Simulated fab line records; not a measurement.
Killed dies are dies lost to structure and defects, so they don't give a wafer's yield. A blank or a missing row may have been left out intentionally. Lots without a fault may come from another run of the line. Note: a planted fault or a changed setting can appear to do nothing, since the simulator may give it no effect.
A lot that was struck, set against a sound lot || flow n5Finfet || 37 out of 1938 route steps
Sound: the wafers L751.3, L751.4, L751.6. Struck: wafer L758.2. (L758.4, L758.6 of the same lot were not struck and are left out.) The cause comes at the end.
At each step with rows: each side's tool, then ch and its chambers, then its first start. Under that, the readings that differ: sound wafers || struck wafers || difference of the means || sigmas: that difference in standard deviations of wafers without a fault.
alike: words and numbers the same on both sides, and readings whose means are apart by under 2 such deviations; not compared: readings that were withheld, readings missing a value for some wafer, numbers with overlapping values and no deviation given by the record, and bounds like >300 which may hide the same value.
Wherever a step has rows on one side only, a row that says differs or no value, or a row with sigmas, the two part there. Numbers that have no deviation but don't overlap get no sigmas and don't part them. A reading that every wafer of one side lacks parts them only if that side has two wafers or more.

first, 9 steps without rows for these wafers: N5_MOL_CONTACT_COAG_SPUTTER_130 (material Co, target thk 47.5 nm); N5_MOL_CONTACT_COAG_PRECLEAN_125 (cleans in DIW, time 57.5 s); N5_MOL_CONTACT_COAG_SRD_126 (dry time 32 s); N5_MOL_CONTACT_COAG_CMP_23 (polishes, stops on SiO2, t overpolish 1.5 s, target thk 0 nm); N5_MOL_CONTACT_COAG_WET_ETCH_26 (target Co, target depth 13 nm); N5_MOL_CONTACT_COAG_WET_ETCH_116 (etches the open film in SC1-inhibited, target depth 4.6 nm, rinse time 30 s); N5_MOL_CONTACT_COAG_ALD_27 (deposits SiOC, target thk 17 nm, pulse time 1.5 s, time 2720 s); N5_MOL_CONTACT_COAG_CMP_28 (polishes, stops on SiNx, t overpolish 0.85 s, target thk 14.522 nm); N5_MOL_CONTACT_COAG_ALD_123 (deposits SiNx, target thk 5 nm, pulse time 1 s, purge time 2 s).
N5_MOL_CONTACT_COAG_PECVD_31: deposits SiO2 from TEOS/O2, target thk 46 nm, time 8.9 s.
  sound on pecvd-04 ch 1,2, day 5 12:35; struck on pecvd-04 ch 0, day 7 04:55
  not compared: sinceWetCleanH
then, 25 steps without rows for these wafers: N5_MOL_CONTACT_COAG_COAT_75 (time 60 s, resist thk 60 nm); N5_MOL_CONTACT_COAG_COAT_76 (time 60 s, resist thk 10 nm); N5_MOL_CONTACT_COAG_COAT_77 (time 60 s, resist thk 10 nm); N5_MOL_CONTACT_COAG_COAT_78 (resist thk 40 nm); N5_MOL_CONTACT_COAG_EBR_80; N5_MOL_CONTACT_COAG_SOFTBAKE_79 (time 60 s); N5_MOL_CONTACT_COAG_EXPOSE_81 (exposes mask VG, defocus 0 nm); N5_MOL_CONTACT_COAG_PEB_82 (peb time 60 s); N5_MOL_CONTACT_COAG_DEVELOP_83 (develop time 30 s); N5_MOL_CONTACT_COAG_DESCUM_88 (chemistry O2, time 7 s); N5_MOL_CONTACT_COAG_ETCH_89 (etches underlayer in N2/H2, target depth 13 nm, time 10.4 s); N5_MOL_CONTACT_COAG_ETCH_90 (etches SiARC in CF4, target depth 13 nm, time 21.7 s); N5_MOL_CONTACT_COAG_ALD_131 (deposits SiO2, target thk 5 nm, pulse time 1 s, co reactant pulse time 1 s); N5_MOL_CONTACT_COAG_ETCHBACK_132 (etches SiO2 in CHF3, target depth 10 nm, time 6.7 s); N5_MOL_CONTACT_COAG_ETCH_91 (etches SOC in N2/H2, target depth 60 nm, overetch 21 nm, time 101.2 s); N5_MOL_CONTACT_COAG_STRIP_92 (strips in N2/H2); N5_MOL_CONTACT_COAG_STRIP_93 (strips in N2/H2); N5_MOL_CONTACT_COAG_ETCHBACK_135 (etches SiO2 in CHF3, target depth 25 nm, time 16.7 s); N5_MOL_CONTACT_COAG_STRIP_118 (strips in CHF3); N5_MOL_CONTACT_COAG_VIA_ETCH_46 (etches SiO2 in C4F6/O2, target depth 46 nm, overetch 9.2 nm, time 40 s); N5_MOL_CONTACT_COAG_STRIP_96 (strips in N2/H2); N5_MOL_CONTACT_COAG_ETCH_47 (etches SiNx in CH3F/O2, stops on W, target depth 27 nm); N5_MOL_CONTACT_COAG_STRIP_119 (strips in N2/H2, time 30 s); N5_MOL_CONTACT_COAG_PRECLEAN_144 (cleans in alkaline clean, time 60 s); N5_MOL_CONTACT_COAG_SRD_145 (time 30 s).
N5_MOL_CONTACT_COAG_THK_MEAS_53:
  sound on filmMetro-02 at day 5 16:08; struck on filmMetro-01 at day 7 08:40
{"reading": "VIA_MOL_THK (nm)", "sound": "44.0 44.7 45.0", "struck": 37.5, "difference": -7.1, "sigmas": -12}
-- the record jumps here: 4 days lie between the struck wafers' starts before and after (it left off in module MOL_CONTACT_COAG and takes up again in module BEOL_M4, whose first step shown is number 1111 of the route) --
N5_BEOL_M4_RC_MEAS_101:
  sound on prober-02 ch 0, day 10 06:19; struck on prober-01 ch 0, day 11 09:19
{"reading": "VT_N (mV)", "sound": "250 248 248", "struck": 256, "difference": "+7", "sigmas": "+2"}
  alike: DIBL_N, DIBL_P, IOFF_N, IOFF_P, ION_N, ION_P, SS_N, SS_P, VT_P

## WHERE THEY PART
First at N5_MOL_CONTACT_COAG_THK_MEAS_53; last, within this record, at N5_BEOL_M4_RC_MEAS_101.

WHY: the cause the simulator had injected
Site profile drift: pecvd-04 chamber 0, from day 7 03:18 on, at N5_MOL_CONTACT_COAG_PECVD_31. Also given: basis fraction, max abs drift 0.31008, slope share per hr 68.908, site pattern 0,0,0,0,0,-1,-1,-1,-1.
